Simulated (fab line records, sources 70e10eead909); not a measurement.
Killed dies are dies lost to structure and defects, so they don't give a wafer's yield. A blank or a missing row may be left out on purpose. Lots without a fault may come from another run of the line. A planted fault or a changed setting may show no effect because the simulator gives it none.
fab line records | flow nand_harc | part 1 of 2: steps 1 to 14 of 23
record lots=5 wafers=15 last_day=32
route steps=1302 shown A_CHANNEL_HOLE_D1@464
lots that met no fault: from a run of the same line without faults
start_h: hours from the record's first day to the start of the lot's first wafer shown | wait_h: hours since the lot's step before | " the same as in the row above | L1.1+2: a row that stands for several wafers | - no value, or no start given | * or withheld: withheld | < > ~ a bound
route shown NAME@n: a module of which the file shows steps, and the number in the route of the first | usual: mean/standard deviation of fault-free wafers | same: alike in all rows | chamber/n: place in a boat | sites: the reading at each site | _std_site: their standard deviation | _edge_site: outer sites' mean less inner sites' | radius_mm: how far each site lies from the wafer's centre | mask NAME#n: copy n | behind: the tool/chamber that last shaped the wafer | hold: why the lot was held/for how many hours/how that ended | device: the transistor (n, p or np) that didn't switch | end of line: the same wafers' tests at the end of the route | a step without rows: its recipe alone | killed: dies lost to structure and defects at the first sort, not the wafer's yield | map: a wafer's dies, x killed, . not, _ none there
set.NAME: the setting as run; set.NAME@STEP: as run at that earlier step | model.NAME: the simulator's own value behind a step, which no gauge read
lots at some steps of the route; a table a step, a row a wafer
services: from which hour (start_h, from the record's first day; less than 0 if before it) a tool's chamber was out of use, for how many hours, and why
## steps
# step NHARC_A_CHANNEL_HOLE_D1_INSPECT_12
# usual raw_defect_count=6/3.1
# columns lot.wafer tool chamber start_h wait_h raw_defect_count
L077.1 defect_inspect-01 - 215.74 0.0 2
L077.5 " - " " 3
L077.6 " - " " 2
L081.2 defect_inspect-01 - 247.57 0.0 6
L081.4 " - " " 5
L081.6 " - " " 4
L080.1 defect_inspect-01 - 249.21 0.0 7
L080.4 " - " " 7
L080.6 " - " " 7
L090.1 defect_inspect-02 - 341.09 0.0 11
L090.2 " - " " 7
L090.6 " - " " 0
L096.1 defect_inspect-01 - 396.94 0.0 6
L096.2 " - " " 7
L096.4 " - " " 5
# step NHARC_A_CHANNEL_HOLE_D1_DESCUM_15
# recipe time_s=3 o2_flow_sccm=200 ar_flow_sccm=0 bias_power_w=0 chemistry=O2
# usual drypump_motor_current_A=5.8/0.34 oes_product_au=1.006/0.012 rf_vpp_V=57.5/0.83 showerhead_plenum_p_Torr=1.84/0.066 throttle_valve_pct=11.312/0.0093
# columns lot.wafer tool chamber start_h wait_h drypump_motor_current_A oes_product_au rf_hours_counter_h rf_vpp_V showerhead_plenum_p_Torr throttle_valve_pct
L077.1 rie_diel-10 0 215.80 0.1 5.8 0.996 12 57.9 1.84 11.320
L077.6 " 2 " " 5.9 1.017 - 57.6 1.82 11.312
L077.5 " 3 " " 5.4 1.030 - 58.3 1.80 11.306
L081.2 rie_diel-06 3 247.64 0.1 5.7 1.006 33 56.7 1.80 11.301
L081.4 " 0 " " 5.7 0.991 34 56.9 1.81 11.311
L081.6 " 0 " " 5.7 0.996 - 56.8 1.81 11.317
L080.1 rie_diel-06 0 249.27 0.1 5.7 0.993 35 56.6 1.81 11.309
L080.4 " 1 " " 6.0 0.999 36 56.7 1.79 11.326
L080.6 " 0 " " 5.7 0.990 - 57.9 1.81 11.311
L090.1 rie_diel-10 1 341.16 0.1 6.4 1.000 8 57.6 1.85 11.299
L090.2 " 2 " " 5.9 1.004 9 58.0 1.81 11.318
L090.6 " 3 " " 5.4 1.003 - 57.1 1.80 11.321
L096.4 rie_diel-01 1 397.01 0.1 5.3 0.990 1 58.6 2.08 11.301
L096.1 " 2 " " 6.7 1.021 2 58.0 2.04 11.306
L096.2 " 3 " " 5.7 0.991 2 57.4 1.89 11.325
# step NHARC_A_CHANNEL_HOLE_D1_ETCH_38
# recipe target_depth_a=390 over_etch_frac=0.3 time_s=65 ion_energy_ev=80 cf4_flow_sccm=150 ar_flow_sccm=0 rf_w=300 bias_w=100 chemistry=CF4
# usual drypump_motor_current_A=5.8/0.33 oes_product_au=1.008/0.011 rf_vpp_V=150.4/1 showerhead_plenum_p_Torr=1.71/0.053 throttle_valve_pct=13.283/0.0091
# same over_etch_frac=0.3
# columns lot.wafer tool chamber start_h wait_h drypump_motor_current_A oes_product_au rf_hours_counter_h rf_vpp_V showerhead_plenum_p_Torr throttle_valve_pct
L077.1 rie_diel-10 2 215.91 0.1 5.9 1.020 13 151.1 1.69 13.284
L077.5 " 0 " " 5.8 0.994 - 150.2 1.71 13.279
L077.6 " 2 " " 5.9 1.023 - 150.8 1.69 13.287
L081.2 rie_diel-06 2 247.72 0.1 5.5 1.004 28 152.0 1.76 13.269
L081.4 " 1 " " 6.0 0.999 36 149.4 1.66 13.283
L081.6 " 2 " " 5.5 1.019 - 151.7 1.76 13.282
L080.4 rie_diel-06 2 249.36 0.1 5.6 0.997 29 149.2 1.76 13.290
L080.1 " 0 " " 5.7 0.990 35 150.4 1.68 13.296
L080.6 " 1 " " 6.0 1.002 - 149.7 1.66 13.287
L090.1 rie_diel-10 2 341.24 0.1 5.9 1.007 9 150.3 1.68 13.288
L090.2 " 3 " " 5.4 1.012 7 149.2 1.67 13.291
L090.6 " 2 " " 5.9 1.017 - 148.9 1.68 13.279
L096.2 rie_diel-01 3 397.15 0.1 5.7 0.988 2 148.4 1.75 13.283
L096.1 " 0 " " 5.8 1.022 2 150.9 1.83 13.277
L096.4 " 2 " " 6.7 1.010 2 152.5 1.88 13.287
# step NHARC_A_CHANNEL_HOLE_D1_ETCH_39
# recipe target_depth_a=2600 over_etch_frac=0.3 time_s=325 ion_energy_ev=200 n2_flow_sccm=150 h2_flow_sccm=150 ar_flow_sccm=0 rf_w=400 bias_w=150 chemistry=N2/H2
# usual drypump_motor_current_A=5.8/0.33 oes_product_au=1.008/0.011 rf_vpp_V=428.3/2 showerhead_plenum_p_Torr=1.96/0.068 throttle_valve_pct=14.173/0.011
# same over_etch_frac=0.3
# columns lot.wafer tool chamber start_h wait_h drypump_motor_current_A oes_product_au rf_hours_counter_h rf_vpp_V showerhead_plenum_p_Torr throttle_valve_pct
L077.1 rie_diel-10 0 - - 5.8 0.999 12 428.5 1.96 14.157
L077.5 " 3 " " 5.4 1.034 - 427.9 1.92 14.171
L077.6 " 0 " " 5.8 0.999 - 429.1 1.96 14.182
L081.4 rie_diel-06 3 - - 5.7 1.007 33 426.5 1.91 14.172
L081.2 " 0 " " 5.8 0.998 35 427.1 1.92 14.174
L081.6 " 2 " " 5.5 1.001 - 430.7 2.03 14.177
L080.4 rie_diel-06 1 - - 6.0 1.012 36 425.7 1.90 14.178
L080.1 " 2 " " 5.5 1.013 29 430.0 2.03 14.164
L080.6 " 1 " " 6.0 1.018 - 426.6 1.90 14.176
L090.2 rie_diel-10 1 - - 6.4 1.014 9 428.6 1.97 14.188
L090.1 " 3 " " 5.4 1.011 8 428.4 1.91 14.189
L090.6 " 1 " " 6.4 1.010 - 429.1 1.97 14.185
L096.1 rie_diel-01 3 - - 5.7 1.013 2 431.9 2.02 14.170
L096.2 " 0 " " 5.8 1.006 2 433.4 2.12 14.173
L096.4 " 1 " " 5.3 1.000 2 435.1 2.22 14.162
# step NHARC_A_CHANNEL_HOLE_D1_ETCH_34
# recipe target_depth_a=1540 time_s=77 cf4_flow_sccm=100 chf3_flow_sccm=30 ar_flow_sccm=0 rf_w=500 bias_w=200 chemistry=CF4/CHF3
# usual drypump_motor_current_A=5.8/0.33 oes_product_au=0.952/0.023 rf_vpp_V=368.5/1.9 showerhead_plenum_p_Torr=1.51/0.049 throttle_valve_pct=16.803/0.0082
# columns lot.wafer tool chamber start_h wait_h drypump_motor_current_A oes_product_au rf_hours_counter_h rf_vpp_V showerhead_plenum_p_Torr throttle_valve_pct
L077.1 rie_diel-10 0 - - 5.8 0.921 12 367.8 1.52 16.809
L077.6 " 2 " " 5.9 0.934 - 369.4 1.50 16.800
L077.5 " 3 " " 5.4 0.942 - 366.3 1.49 16.799
L081.2 rie_diel-06 0 - - 5.7 0.943 35 368.3 1.49 16.805
L081.4 " 1 " " 6.0 0.980 36 366.5 1.48 16.815
L081.6 " 3 " " 5.7 0.960 - 365.5 1.48 16.811
L080.4 rie_diel-06 0 - - 5.7 0.918 35 366.5 1.49 16.811
L080.1 " 3 " " 5.8 0.935 34 366.8 1.48 16.817
L080.6 " 0 " " 5.7 0.917 - 369.0 1.49 16.813
L090.2 rie_diel-10 0 - - 5.8 0.931 7 368.2 1.52 16.808
L090.1 " 1 " " 6.4 0.942 9 368.6 1.53 16.801
L090.6 " 1 " " 6.4 0.928 - 368.2 1.53 16.808
L096.2 rie_diel-01 2 - - 6.7 0.961 2 374.0 1.67 16.801
L096.4 " 3 " " 5.7 0.956 2 369.4 1.56 16.789
L096.1 " 1 " " 5.3 0.941 2 375.6 1.70 16.803
# step NHARC_A_CHANNEL_HOLE_D1_ETCH_16
# recipe target_depth_a=31000 over_etch_frac=0.3 time_s=806 ion_energy_ev=150 o2_flow_sccm=400 cos_flow_sccm=20 ar_flow_sccm=0 rf_w=500 bias_w=300 chemistry=O2/COS
# usual cos_flow_sccm=20.00/0.064 drypump_motor_current_A=5.8/0.32 oes_product_au=1.006/0.012 rf_vpp_V=312.5/1.6 showerhead_plenum_p_Torr=3.01/0.095 throttle_valve_pct=28.331/0.0083
# same over_etch_frac=0.3
# columns lot.wafer tool chamber start_h wait_h cos_flow_sccm drypump_motor_current_A oes_product_au rf_hours_counter_h rf_vpp_V showerhead_plenum_p_Torr throttle_valve_pct
L077.1 rie_diel-10 2 - - 20.08 5.9 1.020 13 312.2 2.98 28.335
L077.6 " 2 " " 19.99 5.9 1.028 - 311.3 2.97 28.343
L077.5 " 3 " " 20.14 5.4 1.024 - 310.8 2.95 28.338
L081.4 rie_diel-06 3 - - 20.12 5.8 1.005 33 311.4 2.94 28.333
L081.2 " 0 " " 20.07 5.7 0.997 35 311.8 2.96 28.353
L081.6 " 3 " " 20.13 5.8 1.006 - 310.7 2.94 28.338
L080.4 rie_diel-06 1 - - 19.97 6.0 1.008 37 311.4 2.93 28.339
L080.1 " 3 " " 19.95 5.7 1.001 34 311.3 2.94 28.347
L080.6 " 1 " " 20.00 6.0 0.993 - 311.7 2.93 28.348
L090.1 rie_diel-10 0 - - 19.84 5.8 1.006 7 312.3 3.01 28.331
L090.2 " 1 " " 20.03 6.4 1.013 9 312.4 3.03 28.328
L090.6 " 3 " " 19.99 5.4 1.006 - 311.0 2.94 28.333
L096.4 rie_diel-01 3 - - 20.05 5.7 1.005 2 313.6 3.09 28.336
L096.2 " 0 " " 19.98 5.8 1.014 2 315.3 3.23 28.333
L096.1 " 1 " " 19.96 5.2 0.986 2 318.2 3.37 28.330
# step NHARC_A_CHANNEL_HOLE_D1_CD_MEAS_18
# usual cd_nm=99/3.1
# columns lot.wafer tool chamber start_h wait_h cd_nm
L077.1 cd_sem-01 - 217.12 - 95
L077.5 " - " " 93
L077.6 " - " " 93
L081.2 cd_sem-03 - 248.75 - 101
L081.4 " - " " 96
L081.6 " - " " 100
L080.1 cd_sem-03 - 250.43 - 102
L080.4 " - " " 98
L080.6 " - " " 97
L090.1 cd_sem-01 - 342.40 - 100
L090.2 " - " " 94
L090.6 " - " " 97
L096.1 cd_sem-01 - 398.18 - 100
L096.2 " - " " 98
L096.4 " - " " 105
# step NHARC_A_CHANNEL_HOLE_D1_ETCH_19
# recipe bias_v=1200 source_w=2500 pressure_mtorr=15 time_s=34.5 ar_flow_sccm=375 c4f8_flow_sccm=28.8 o2_flow_sccm=96.2 temp_c=-20 target_depth_a=* chemistry=C4F8/O2/Ar
# usual bias_v=1204/11 drypump_motor_current_A=6.1/0.46 showerhead_plenum_p_Torr=3.65/0.11 throttle_valve_pct=37.038/0.0092
# columns lot.wafer tool chamber start_h wait_h bias_v drypump_motor_current_A rf_hours_counter_h showerhead_plenum_p_Torr throttle_valve_pct
L077.1 har_etch-02 0 219.63 2.5 1199 5.5 309 3.71 37.036
L077.5 " 1 " " 1218 5.6 - 3.56 37.033
L077.6 " 0 " " 1191 5.5 - 3.71 37.032
L081.2 har_etch-02 1 248.82 0.1 1182 5.6 324 3.56 37.048
L081.4 " 1 " " 1184 5.6 - 3.56 37.059
L081.6 " 0 " " 1198 5.5 - 3.70 37.030
L080.1 har_etch-01 0 250.50 0.1 1216 6.6 130 3.56 37.028
L080.4 " 1 " " 1210 6.4 - 3.75 37.039
L080.6 " 0 " " 1213 6.5 - 3.56 37.034
L090.2 har_etch-01 0 342.48 0.1 1215 6.6 184 3.53 37.032
L090.1 " 1 " " 1196 6.4 184 3.72 37.042
L090.6 " 0 " " 1208 6.5 - 3.53 37.043
L096.1 har_etch-02 1 398.25 0.1 1189 5.7 4 3.98 37.062
L096.2 " 0 " " 1219 5.5 4 3.66 37.041
L096.4 " 1 " " 1194 5.7 - 3.98 37.037
# step NHARC_A_CHANNEL_HOLE_D1_ETCH_20
# recipe bias_v=3000 source_w=withheld pressure_mtorr=20 time_s=361.9 ar_flow_sccm=375 c4f8_flow_sccm=89.3 o2_flow_sccm=35.7 temp_c=-20 target_depth_a=16000 chemistry=C4F8/O2/Ar
# usual drypump_motor_current_A=6.0/0.45 showerhead_plenum_p_Torr=3.61/0.11 throttle_valve_pct=32.155/0.0096
# columns lot.wafer tool chamber start_h wait_h drypump_motor_current_A rf_hours_counter_h showerhead_plenum_p_Torr throttle_valve_pct
L077.1 har_etch-02 0 219.77 0.1 5.5 309 3.67 32.151
L077.5 " 1 " " 5.6 - 3.53 32.153
L077.6 " 0 " " 5.5 - 3.67 32.162
L081.2 har_etch-02 1 248.93 0.1 5.6 325 3.52 32.168
L081.4 " 1 " " 5.6 - 3.52 32.144
L081.6 " 0 " " 5.5 - 3.66 32.154
L080.1 har_etch-01 0 250.61 0.1 6.5 130 3.53 32.150
L080.4 " 1 " " 6.4 - 3.71 32.155
L080.6 " 0 " " 6.6 - 3.52 32.163
L090.2 har_etch-01 0 342.59 0.1 6.6 184 3.50 32.161
L090.1 " 1 " " 6.4 184 3.68 32.160
L090.6 " 0 " " 6.5 - 3.50 32.142
L096.1 har_etch-02 1 398.36 0.1 5.6 4 3.93 32.149
L096.2 " 0 " " 5.5 4 3.62 32.143
L096.4 " 1 " " 5.6 - 3.93 32.139
# step NHARC_A_CHANNEL_HOLE_D1_ETCH_21
# recipe bias_v=3000 source_w=withheld pressure_mtorr=20 time_s=514.3 ar_flow_sccm=375 c4f8_flow_sccm=89.3 o2_flow_sccm=35.7 temp_c=-20 target_depth_a=16000 chemistry=C4F8/O2/Ar
# usual drypump_motor_current_A=6.1/0.46 showerhead_plenum_p_Torr=3.61/0.11 throttle_valve_pct=32.154/0.009
# columns lot.wafer tool chamber start_h wait_h drypump_motor_current_A rf_hours_counter_h showerhead_plenum_p_Torr throttle_valve_pct
L077.1 har_etch-02 0 220.11 0.3 5.5 310 3.67 32.168
L077.5 " 1 " " 5.6 - 3.53 32.151
L077.6 " 0 " " 5.5 - 3.67 32.165
L081.2 har_etch-02 1 249.25 0.3 5.6 325 3.52 32.149
L081.4 " 1 " " 5.6 - 3.52 32.156
L081.6 " 0 " " 5.5 - 3.66 32.153
L080.1 har_etch-01 0 250.93 0.3 6.5 130 3.52 32.154
L080.4 " 1 " " 6.4 - 3.71 32.159
L080.6 " 0 " " 6.6 - 3.53 32.159
L090.2 har_etch-01 0 342.90 0.3 6.5 184 3.50 32.149
L090.1 " 1 " " 6.4 184 3.68 32.155
L090.6 " 0 " " 6.5 - 3.50 32.156
L096.1 har_etch-02 1 398.67 0.3 5.7 4 3.93 32.149
L096.2 " 0 " " 5.5 4 3.62 32.144
L096.4 " 1 " " 5.6 - 3.93 32.162
# step NHARC_A_CHANNEL_HOLE_D1_ETCH_22
# recipe bias_v=3000 source_w=withheld pressure_mtorr=20 time_s=666.7 ar_flow_sccm=375 c4f8_flow_sccm=89.3 o2_flow_sccm=35.7 temp_c=-20 target_depth_a=16000 chemistry=C4F8/O2/Ar
# usual drypump_motor_current_A=6.1/0.45 showerhead_plenum_p_Torr=3.61/0.11 throttle_valve_pct=32.154/0.0095
# columns lot.wafer tool chamber start_h wait_h drypump_motor_current_A rf_hours_counter_h showerhead_plenum_p_Torr throttle_valve_pct
L077.1 har_etch-02 0 220.58 0.4 5.5 310 3.67 32.167
L077.5 " 1 " " 5.6 - 3.53 32.159
L077.6 " 0 " " 5.5 - 3.67 32.159
L081.2 har_etch-02 1 249.70 0.4 5.7 325 3.52 32.151
L081.4 " 1 " " 5.7 - 3.52 32.158
L081.6 " 0 " " 5.5 - 3.66 32.164
L080.1 har_etch-01 0 251.37 0.4 6.5 131 3.52 32.158
L080.4 " 1 " " 6.4 - 3.71 32.142
L080.6 " 0 " " 6.5 - 3.52 32.163
L090.2 har_etch-01 0 343.34 0.4 6.5 184 3.50 32.157
L090.1 " 1 " " 6.4 184 3.68 32.166
L090.6 " 0 " " 6.5 - 3.50 32.160
L096.1 har_etch-02 1 399.11 0.4 5.7 4 3.93 32.154
L096.2 " 0 " " 5.5 4 3.62 32.152
L096.4 " 1 " " 5.6 - 3.93 32.154
# step NHARC_A_CHANNEL_HOLE_D1_ETCH_23
# recipe bias_v=5000 source_w=withheld pressure_mtorr=20 time_s=819 ar_flow_sccm=375 c4f8_flow_sccm=89.3 o2_flow_sccm=35.7 temp_c=-20 target_depth_a=16000 chemistry=C4F8/O2/Ar
# usual drypump_motor_current_A=6.1/0.45 showerhead_plenum_p_Torr=3.61/0.11 throttle_valve_pct=32.153/0.0095
# columns lot.wafer tool chamber start_h wait_h drypump_motor_current_A rf_hours_counter_h showerhead_plenum_p_Torr throttle_valve_pct
L077.1 har_etch-02 0 221.18 0.5 5.5 311 3.67 32.151
L077.5 " 1 " " 5.6 - 3.53 32.154
L077.6 " 0 " " 5.5 - 3.67 32.152
L081.2 har_etch-02 1 250.26 0.5 5.7 326 3.52 32.138
L081.4 " 1 " " 5.7 - 3.52 32.147
L081.6 " 0 " " 5.5 - 3.66 32.147
L080.1 har_etch-01 0 251.92 0.5 6.5 131 3.52 32.165
L080.4 " 1 " " 6.4 - 3.71 32.152
L080.6 " 0 " " 6.5 - 3.52 32.144
L090.2 har_etch-01 0 343.90 0.5 6.6 185 3.50 32.165
L090.1 " 1 " " 6.4 185 3.68 32.150
L090.6 " 0 " " 6.5 - 3.50 32.162
L096.1 har_etch-02 1 399.68 0.5 5.7 5 3.93 32.168
L096.2 " 0 " " 5.5 5 3.62 32.148
L096.4 " 1 " " 5.6 - 3.93 32.174
# step NHARC_A_CHANNEL_HOLE_D1_ETCH_24
# recipe bias_v=5000 source_w=withheld pressure_mtorr=20 time_s=906.2 ar_flow_sccm=375 c4f8_flow_sccm=93.8 o2_flow_sccm=31.2 temp_c=-20 target_depth_a=15000 chemistry=C4F8/O2/Ar
# usual drypump_motor_current_A=6.1/0.45 showerhead_plenum_p_Torr=3.60/0.11 throttle_valve_pct=32.235/0.0089
# columns lot.wafer tool chamber start_h wait_h drypump_motor_current_A rf_hours_counter_h showerhead_plenum_p_Torr throttle_valve_pct
L077.1 har_etch-02 0 221.89 0.6 5.5 311 3.67 32.247
L077.5 " 1 " " 5.6 - 3.52 32.215
L077.6 " 0 " " 5.5 - 3.67 32.231
L081.2 har_etch-02 1 250.95 0.6 5.6 327 3.52 32.235
L081.4 " 1 " " 5.7 - 3.52 32.239
L081.6 " 0 " " 5.5 - 3.66 32.234
L080.1 har_etch-01 0 252.61 0.6 6.5 132 3.52 32.230
L080.4 " 1 " " 6.4 - 3.70 32.226
L080.6 " 0 " " 6.5 - 3.52 32.231
L090.2 har_etch-01 0 344.60 0.6 6.5 186 3.49 32.248
L090.1 " 1 " " 6.4 186 3.67 32.237
L090.6 " 0 " " 6.5 - 3.49 32.231
L096.1 har_etch-02 1 400.37 0.6 5.7 6 3.92 32.234
L096.2 " 0 " " 5.5 6 3.62 32.232
L096.4 " 1 " " 5.6 - 3.92 32.235
# step NHARC_A_CHANNEL_HOLE_D1_ETCH_25
# recipe bias_v=5000 source_w=withheld pressure_mtorr=20 time_s=1040.2 ar_flow_sccm=375 c4f8_flow_sccm=93.8 o2_flow_sccm=31.2 temp_c=-20 target_depth_a=15000 chemistry=C4F8/O2/Ar
# usual drypump_motor_current_A=6.1/0.45 showerhead_plenum_p_Torr=3.60/0.11 throttle_valve_pct=32.235/0.0085
# columns lot.wafer tool chamber start_h wait_h drypump_motor_current_A rf_hours_counter_h showerhead_plenum_p_Torr throttle_valve_pct
L077.1 har_etch-02 0 222.68 0.7 5.5 312 3.66 32.234
L077.5 " 1 " " 5.6 - 3.52 32.233
L077.6 " 0 " " 5.5 - 3.66 32.256
L081.2 har_etch-02 1 251.72 0.6 5.6 327 3.52 32.236
L081.4 " 1 " " 5.6 - 3.52 32.230
L081.6 " 0 " " 5.5 - 3.66 32.247
L080.1 har_etch-01 0 253.37 0.6 6.6 133 3.52 32.237
L080.4 " 1 " " 6.4 - 3.70 32.230
L080.6 " 0 " " 6.5 - 3.52 32.236
L090.2 har_etch-01 0 345.37 0.6 6.5 186 3.49 32.233
L090.1 " 1 " " 6.4 186 3.67 32.244
L090.6 " 0 " " 6.5 - 3.49 32.232
L096.1 har_etch-02 1 401.14 0.6 5.7 7 3.92 32.244
L096.2 " 0 " " 5.5 7 3.62 32.234
L096.4 " 1 " " 5.6 - 3.92 32.234
